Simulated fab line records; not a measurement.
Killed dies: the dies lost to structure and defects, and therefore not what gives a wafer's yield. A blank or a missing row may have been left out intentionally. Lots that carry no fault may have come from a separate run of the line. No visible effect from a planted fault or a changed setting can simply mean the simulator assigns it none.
The tool behind it: which one?    flow n5_finfet    Sampling: 12 lots, 36 wafers, 3 of 1938 route steps

== WHAT THE GAUGES SHOWED, per wafer ==
N5_PMOS_HMC_CHANNEL_EPI_OVL_MEAS_10.
lot   measured     on          PMOS_HMC_BLK_OVL (nm)
L075  day 1 23:14  overlay-02  0.8 0.0 0.6
L077  day 2 11:25  overlay-02  0.2 0.5 0.2
L079  day 2 23:33  overlay-01  0.4 -1.2 -0.4
L081  day 3 11:10  overlay-01  -0.8 0.0 0.4
L083  day 3 23:33  overlay-01  0.0 -0.9 0.7
L085  day 4 12:17  overlay-01  -0.6 -0.8 0.6
L087  day 4 23:08  overlay-02  0.5 1.3 0.6
L089  day 5 13:38  overlay-01  -0.4 -1.3 -0.6
L091  day 5 23:51  overlay-02  0.9 -0.3 0.9
L093  day 6 11:37  overlay-01  0.2 0.8 -0.1
L095  day 7 00:14  overlay-01  0.2 0.5 0.6
L097  day 7 11:13  overlay-01  -0.7 -0.5 -0.7

== EACH LOT AND THE TOOL THAT RAN IT (in order: tool; ch and the chambers of the sampled wafers; start) ==
lot   N5_ZERO_LAYER_STRIP_24               N5_WELL_APT_EPI_41
L075  plasma_asher-02 ch 0,1, day 1 18:58  epi_rpcvd-03 ch 0, day 1 22:19
L077  plasma_asher-02 ch 0,1, day 2 07:01  epi_rpcvd-02 ch 0, day 2 10:23
L079  plasma_asher-01 ch 0,1, day 2 19:02  epi_rpcvd-02 ch 0, day 2 22:40
L081  plasma_asher-01 ch 1, day 3 06:55    epi_rpcvd-01 ch 0, day 3 09:59
L083  plasma_asher-01 ch 0,1, day 3 19:13  epi_rpcvd-01 ch 0, day 3 22:35
L085  plasma_asher-02 ch 0,1, day 4 07:13  epi_rpcvd-01 ch 0, day 4 10:58
L087  plasma_asher-01 ch 0,1, day 4 18:56  epi_rpcvd-02 ch 0, day 4 22:09
L089  plasma_asher-01 ch 1, day 5 07:22    epi_rpcvd-02 ch 0, day 5 12:36
L091  plasma_asher-01 ch 0,1, day 5 19:35  epi_rpcvd-01 ch 0, day 5 22:50
L093  plasma_asher-02 ch 0,1, day 6 07:02  epi_rpcvd-02 ch 0, day 6 10:30
L095  plasma_asher-01 ch 0,1, day 6 19:40  epi_rpcvd-02 ch 0, day 6 22:55
L097  plasma_asher-01 ch 0,1, day 7 06:59  epi_rpcvd-02 ch 0, day 7 10:13
- N5_ZERO_LAYER_STRIP_24: strips in O2.
- N5_WELL_APT_EPI_41: deposits Si from SiH4/H2, target thk 50 nm, time 297.7 s.

== THE ANSWER, worked out from the rows above alone ==
Rule: what is usual is taken from the lots themselves. The widest of any qualifying gaps counts: lots, ordered by their means at a reading, are off when they make up no more than a third of the lots, leave a main group of 4 or more, and stand apart from it by 3 or more times the standard deviation of that group's means. A main group whose means are all the same, to the digits that the tables above print for the reading, isn't used. A lot without any number at a reading at which 4 lots or more have one is off too. All remaining lots with rows at the step are treated as sound.
Nothing can be told from this: no lot is off at any reading shown.

== WHAT THE SIMULATOR HAD PUT IN ==
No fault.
